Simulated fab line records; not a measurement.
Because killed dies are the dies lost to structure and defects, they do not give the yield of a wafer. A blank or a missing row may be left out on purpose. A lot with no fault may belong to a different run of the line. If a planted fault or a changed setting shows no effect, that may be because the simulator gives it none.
A lot that was struck, set against a sound lot || flow nand_harc || 12 steps out of a route of 1302
Sound: the wafers L201.2, L201.5, L201.6. Struck: wafer L198.1 (left out: L198.6, a lot-mate that was not struck); the cause follows at the end.
Order at every step that has rows: each side's tool, ch and its chambers, its first start. Under that, the readings that differ: sound wafers || struck wafers || difference of the means || sigmas: that difference in standard deviations of wafers without a fault.
alike: same words and numbers on both sides, and readings whose means sit less than 2 such deviations apart. not compared: any withheld reading, any reading some wafer has no value for, any bound like >300 that may hide the same value, and any number with overlapping values for which the record gives no deviation.
A row with sigmas, a row that says differs or no value, or rows on one side alone: a step with any of these is where the two part. Numbers that don't overlap but have no deviation are shown without sigmas and don't part them. Lack of a reading on every wafer of one side parts them only where that side has two or more wafers.

NHARC_A_CHANNEL_FILL_D1_ALD_25: deposits SiOx, target thk 60 nm, pulse time 10 s, ald cycles 600.
  sound on ald_hk-04 ch 0,1, day 18 13:15; struck on ald_hk-04 ch 0, day 17 06:38
  alike: heater_power_w, precursor_pulse_height_rel
NHARC_A_CHANNEL_FILL_D1_ETCHBACK_08: etches the open film in C4F8, target depth 220 nm, time 110 s.
  sound on rie_diel-03 ch 2,3; struck on rie_diel-03 ch 1
  alike: oes_product_au, rf_vpp_V
  not compared: rf_hours_counter_h
NHARC_A_CHANNEL_FILL_D1_STRIP_29: strips in O2, time 20 s.
  sound on rie_diel-03 ch 0,1,3; struck on rie_diel-03 ch 1, day 17 10:42
  alike: drypump_motor_current_A, oes_product_au, rf_vpp_V, showerhead_plenum_p_Torr, throttle_valve_pct
  not compared: rf_hours_counter_h
then, 3 steps without rows for these wafers: NHARC_A_CHANNEL_FILL_D1_PRECLEAN_30 (cleans in dHF, time 30 s); NHARC_A_CHANNEL_FILL_D1_SRD_31; NHARC_A_CHANNEL_FILL_D1_CVD_09 (deposits poly-Si, target thk 150 nm, time 3000 s).
NHARC_A_CHANNEL_FILL_D1_CMP_10: polishes, target thk 150 nm.
  sound on cmp-01 ch 0,1, day 19 00:44; struck on cmp-02 ch 3, day 17 16:22
  alike: motor_current_A, time_to_endpoint_s
then, 1 step without rows for these wafers: NHARC_A_CHANNEL_FILL_D1_SRD_12.
NHARC_A_CHANNEL_FILL_D1_INSPECT_13:
  sound on defect_inspect-01, day 19 01:07; struck on defect_inspect-02, day 17 16:47
{"reading": "raw_defect_count", "sound": "277 257 298", "struck": 651, "difference": "+374", "sigmas": "+3"}
NHARC_A_DECK1_JOINT_ETCHBACK_07: etches the open film in HBr, target depth 105 nm, time 26.9 s.
  sound on rie_si-01 ch 0,1,2, day 19 01:12; struck on rie_si-04 ch 0, day 17 16:50
{"reading": "oes_product_au (a.u.)", "sound": "0.993 1.033 1.003", "struck": 1.400, "difference": "+0.390", "sigmas": "+35"}
  alike: drypump_motor_current_A, throttle_valve_pct
  not compared: rf_hours_counter_h
then, 1 step without rows for these wafers: NHARC_A_DECK1_JOINT_ETCH_25 (etches SiO2 in dHF, target depth 0.5 nm).
-- record jumps: 13 days between struck wafers' starts before vs after; left off in module A_DECK1_JOINT, resumes in module END, first step shown is number 1302 of the route --
NHARC_END_SORT_01:
  sound on prober-01 ch 0, day 32 19:11; struck on prober-02 ch 0, day 31 04:23
  alike: killed_at_array, killed_at_other, killed_at_periphery, killed_dies, killed_open, killed_short

## WHERE THEY PART
First at NHARC_A_CHANNEL_FILL_D1_INSPECT_13; last, within this record, at NHARC_A_DECK1_JOINT_ETCHBACK_07. Later steps at which nothing parts them and some readings are alike: NHARC_END_SORT_01.

WHY: what had been put in by the simulator
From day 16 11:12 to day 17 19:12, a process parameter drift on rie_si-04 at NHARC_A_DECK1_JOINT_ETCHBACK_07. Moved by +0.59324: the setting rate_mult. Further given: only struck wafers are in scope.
